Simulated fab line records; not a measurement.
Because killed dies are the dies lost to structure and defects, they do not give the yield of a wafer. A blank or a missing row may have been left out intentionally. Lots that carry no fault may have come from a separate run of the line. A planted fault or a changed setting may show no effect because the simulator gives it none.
One fault through the eyes of 2 desks | flow nand_harc | each desk has only its own numbers; what lay behind them comes last

== DESK OF THE TOOL OWNER: rie_diel-07 ==
The tool's own readings at NHARC_A_CONTACT_ETCH_48 (etches the open film in CF4, target depth 39 nm, time 65 s): means of the sampled wafers that have a number, for each lot that ran on this tool. Marked OUT: a lot whose mean sits more than 4 standard deviations from the usual mean, which makes it out of limits; the brackets give that distance.
Columns: A = drypump_motor_current_A at NHARC_A_CONTACT_ETCH_48, usual 5.8 A; B = oes_product_au at NHARC_A_CONTACT_ETCH_48, usual 0.999 a.u.; C = rf_vpp_V at NHARC_A_CONTACT_ETCH_48, usual 151.4 V; D = run_length_s at NHARC_A_CONTACT_ETCH_48, usual 86.4 s; E = showerhead_plenum_p_Torr at NHARC_A_CONTACT_ETCH_48, usual 1.77 Torr; F = throttle_valve_pct at NHARC_A_CONTACT_ETCH_48, usual 13.285 %
lot  | first seen here | A   | B     | C     | D              | E    | F
L236 | day 20 15:38    | 5.9 | 0.998 | 151.7 | 86.7           | 1.81 | 13.284
L242 | day 23 20:44    | 5.8 | 1.000 | 150.4 | 77.2 (-22) OUT | 1.71 | 13.280
L246 | day 24 14:14    | 5.8 | 1.005 | 150.2 | 68.8 (-41) OUT | 1.69 | 13.292
L251 | day 26 19:53    | 5.9 | 0.992 | 151.0 | 86.4           | 1.80 | 13.277
L253 | day 27 16:08    | 5.8 | 1.004 | 150.5 | 86.3           | 1.71 | 13.281
L256 | day 29 00:47    | 5.8 | 0.989 | 150.7 | 86.5           | 1.77 | 13.285
L258 | day 30 00:04    | 5.7 | 0.997 | 150.4 | 86.0           | 1.69 | 13.286
L257 | day 30 04:50    | 5.9 | 0.992 | 151.8 | 86.7           | 1.80 | 13.295
Finding of this desk: L242, L246 out of limits; the first was L242 at day 23 20:44, on run_length_s at NHARC_A_CONTACT_ETCH_48. L236, L251, L253, L256, L258, L257 stayed within limits.

== METROLOGY DESK ==
Lot by lot, what the gauges showed, no matter which tool ran the lot: averages of those sampled wafers that carry a number. Marked OUT: a lot whose mean sits more than 4 standard deviations from the usual mean, which makes it out of limits; the brackets give that distance.
Columns: A = overlay_x_nm at NHARC_A_CONTACT_OVL_MEAS_43, usual 0.1 nm; B = overlay_y_nm at NHARC_A_CONTACT_OVL_MEAS_43, usual -0.1 nm
lot  | first seen here | A    | B
L236 | day 20 15:27    | -0.4 | -1.1
L237 | day 21 03:22    | -0.6 | -0.3
L242 | day 23 20:32    | 0.2  | 0.1
L246 | day 24 14:02    | 0.8  | -0.1
L247 | day 24 23:08    | 1.0  | 0.6
L249 | day 26 03:59    | -0.5 | -0.3
L251 | day 26 19:40    | -1.4 | 0.0
L252 | day 27 00:25    | 0.1  | 0.4
L253 | day 27 15:56    | 0.8  | -0.7
L254 | day 27 16:06    | 0.0  | 0.5
L256 | day 29 00:36    | 1.3  | 0.1
L255 | day 29 01:21    | 0.3  | 0.4
L258 | day 29 23:53    | 0.3  | -1.5
L257 | day 30 04:38    | -0.2 | -0.1
Result from this desk: across the 14 lots, nothing is out of limits.

== TAKEN TOGETHER ==
On L242, L246, at day 23 20:44, an alarm was possible from the tool owner's desk.
Metrology desk: nothing out of limits seen.
The metrology desk has L242, L246 on record, within its limits.
Every lot named ran NHARC_A_CONTACT_ETCH_48 on rie_diel-07.

== WHAT THE SIMULATOR PUT IN ==
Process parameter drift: rie_diel-07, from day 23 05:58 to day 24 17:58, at NHARC_A_CONTACT_ETCH_48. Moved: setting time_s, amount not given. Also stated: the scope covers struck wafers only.
Lots struck among those shown: L242, L246.
Delay in hours, fault start to first out-of-limits reading, by desk: the tool owner's desk at 15.
